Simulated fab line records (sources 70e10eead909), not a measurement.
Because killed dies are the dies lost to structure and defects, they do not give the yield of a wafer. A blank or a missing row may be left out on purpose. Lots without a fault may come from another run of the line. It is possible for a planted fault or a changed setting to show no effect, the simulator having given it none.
A lot that was struck, set against a sound lot / flow nand-harc / 14 out of 1302 route steps
Sound: the wafers L700.1, L700.2, L700.5. Wafers L690.2, L690.4, L690.5 were the ones struck. The cause comes at the end.
Order at every step that has rows: each side's tool, ch and its chambers, its first start. Under that, the readings that differ: sound wafers / struck wafers / difference of the means / sigmas: that difference in standard deviations of wafers without a fault.
alike: same words and numbers on both sides, and readings whose means sit less than 2 such deviations apart. not compared: any withheld reading, any reading some wafer has no value for, any bound like >300 that may hide the same value, and any number with overlapping values for which the record gives no deviation.
The two part at a step that has a row with sigmas, a row that says differs or no value, or rows on one side only. Numbers that don't overlap but have no deviation are shown without sigmas and don't part them. Lack of a reading on every wafer of one side parts them only where that side has two or more wafers.

first, 1 step without rows for these wafers: NHARC_A_CONTACT_STRIP_27 (strips in post etch residue remover, time 600 s).
NHARC_A_CONTACT_ALD_18: deposits TiN, target thk 3 nm, pulse time 1 s, ald cycles 150.
  sound on ald-metal-01 ch 0,1, day 28 23:04; struck on ald-metal-02 ch 2,3, day 24 00:17
  alike: heater-power-w, precursor-pulse-height-rel, susceptor-temp-C
NHARC_A_CONTACT_CVD_19: deposits W, target thk 300 nm, time 802 s.
  sound on cvd-w-01 ch 0,1; struck on cvd-w-02 ch 0,1
  alike: heater-power-w, susceptor-temp-C, throttle-valve-pct
NHARC_A_CONTACT_CMP_20: polishes, t overpolish 30 s, target thk 300 nm.
  sound on cmp-01 ch 2,3, day 29 00:10; struck on cmp-01 ch 1,2, day 24 01:23
  alike: motor-current-A, overpolish-run-s, time-to-endpoint-s
then, 1 step without rows for these wafers: NHARC_A_CONTACT_SRD_22.
NHARC_A_CONTACT_INSPECT_23:
  sound on defect-inspect-02, day 29 00:34; struck on defect-inspect-02, day 24 01:49
reading=raw-defect-count; sound=722 801 562; struck=480 373 432; difference=-267; sigmas=-2
then, 5 steps without rows for these wafers: NHARC_A_BLC_DEHYDRATE_00 (time 120 s); NHARC_A_BLC_HMDS_01 (time 30 s); NHARC_A_BLC_COAT_02 (time 75 s); NHARC_A_BLC_COAT_03 (time 65 s); NHARC_A_BLC_COAT_04 (resist thk 90 nm).
NHARC_A_BLC_SOFTBAKE_05: time 55 s.
  sound on litho-track-01 ch 0, day 29 00:00; struck on litho-track-01 ch 0, day 24 01:00
reading=heater-power-total-W (W); sound=188.41 188.39 188.39; struck=186.25 186.40 186.34; difference=-2.07; sigmas=-15
  alike: resist-line-temp-C
then, 1 step without rows for these wafers: NHARC_A_BLC_EBR_06.
-- the record jumps here: 2 days lie between the struck wafers' starts before and after (it left off in module A_BLC and takes up again in module END, whose first step shown is number 1302 of the route) --
NHARC_END_SORT_01:
  the record has rows for the struck wafers here (prober-02 ch 0, day 26 02:07) and none for the sound ones

== WHERE THEY PART ==
First at NHARC_A_CONTACT_INSPECT_23; last, within this record, at NHARC_END_SORT_01.

WHY: what the simulator had put in
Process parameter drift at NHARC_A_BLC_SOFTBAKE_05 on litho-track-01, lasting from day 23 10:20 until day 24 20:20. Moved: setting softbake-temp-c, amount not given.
